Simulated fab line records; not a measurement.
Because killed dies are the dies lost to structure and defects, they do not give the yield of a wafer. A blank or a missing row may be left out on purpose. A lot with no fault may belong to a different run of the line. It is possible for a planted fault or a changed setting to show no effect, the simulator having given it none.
Split-lot trial | flow n5-finfet | route with 1938 steps; 7 lots, 21 wafers read

== THE SPLIT ==
At N5_BEOL_M6_TRENCH_ETCH_37 (etches SiCOH lowk in C4F6/O2, target depth 94.435 nm, time 31.5 s), the setting bias-w was moved away from the recipe's 185 W on 12 of the 21 wafers read, by -14.5% to +16.6%. The other wafers ran this setting at the recipe's value.

The reading comes from the split's own step.

== THE READING ==
rf-vpp-V, in V, at N5_BEOL_M6_TRENCH_ETCH_37 (etches SiCOH lowk in C4F6/O2, target depth 94.435 nm, time 31.5 s). Fault-free wafers of this fab line usually give 658 V, standard deviation 8.8 V.

wafer  | tool, chamber at the split | bias-w as run, W | against the recipe | rf-vpp-V, V | against lot-mates on the recipe
L074.2 | rie-diel-04, 0             | 172.4            | -6.8%              | 626         | -28
L074.5 | rie-diel-04, 2             | 185              | recipe             | 654         | -
L074.6 | rie-diel-04, 3             | 172.4            | -6.8%              | 626         | -28
L076.2 | rie-diel-05, 2             | 172.5            | -6.8%              | 628         | -25
L076.3 | rie-diel-05, 1             | 185              | recipe             | 653         | -
L076.5 | rie-diel-05, 0             | 172.5            | -6.8%              | 628         | -25
L078.1 | rie-diel-06, 1             | 169.9            | -8.2%              | 639         | -1
L078.2 | rie-diel-06, 2             | 169.9            | -8.2%              | 604         | -36
L078.6 | rie-diel-06, 0             | 185              | recipe             | 640         | -
L085.4 | rie-diel-06, 1             | 158.1            | -14.5%             | 600         | -61
L085.5 | rie-diel-06, 3             | 185              | recipe             | 661         | -
L085.6 | rie-diel-06, 0             | 158.1            | -14.5%             | 565         | -96
L089.3 | rie-diel-04, 3             | 209.7            | +13.4%             | 733         | +79
L089.4 | rie-diel-04, 2             | 185              | recipe             | 654         | -
L089.5 | rie-diel-04, 2             | 185              | recipe             | 654         | -
L092.3 | rie-diel-05, 1             | 185              | recipe             | 652         | -
L092.4 | rie-diel-05, 0             | 185              | recipe             | 663         | -
L092.6 | rie-diel-05, 3             | 185              | recipe             | 653         | -
L094.1 | rie-diel-05, 0             | 215.7            | +16.6%             | 748         | no lot-mate on the recipe
L094.2 | rie-diel-05, 1             | 215.7            | +16.6%             | 738         | no lot-mate on the recipe
L094.6 | rie-diel-05, 3             | 215.7            | +16.6%             | 738         | no lot-mate on the recipe

FIT RESULTS
A straight line over all 21 wafers: rf-vpp-V changes by +5.03 V for each +1% of bias-w; r = +0.98; the points scatter about the line by 10 V.
The same after taking each lot's own level away (the mean of its wafers on the recipe; 18 wafers): +5.02 V for each +1%; r = +0.94; scatter 12 V.
That fit puts the effect of the largest move of bias-w on the reading at 83 V.
From 640.0 to 661.0 V: that is the span of the lots' own levels, equal to 2.4 times the standard deviation above.
So the lot-to-lot level changes the slope little: the two slopes agree.
Check: -71.1 V against its lot-mates is what the line predicts for one of the wafers moved furthest among these (-14.5%) when that wafer is left out of the fit. Against them it came out at -61 V.
Tool readings at the split's step, against how far the setting was moved: rf-vpp-V r = +0.98.

== THESE WAFERS: OTHER SPLITS ==
These wafers also went through other splits before the reading. Each is held against what the fit with the lots' levels taken away leaves over:
other split on the same wafers | wafers away from the commonest value | r with rf-vpp-V (lot level and that fit taken away)
N5_BEOL_M5_EXPOSE_08 dose-mj   | 5                                    | -0.25

== THE FILE'S OWN FIT ==
rf-vpp-V changes by +4.94 V for each +1% of bias-w, r = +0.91.
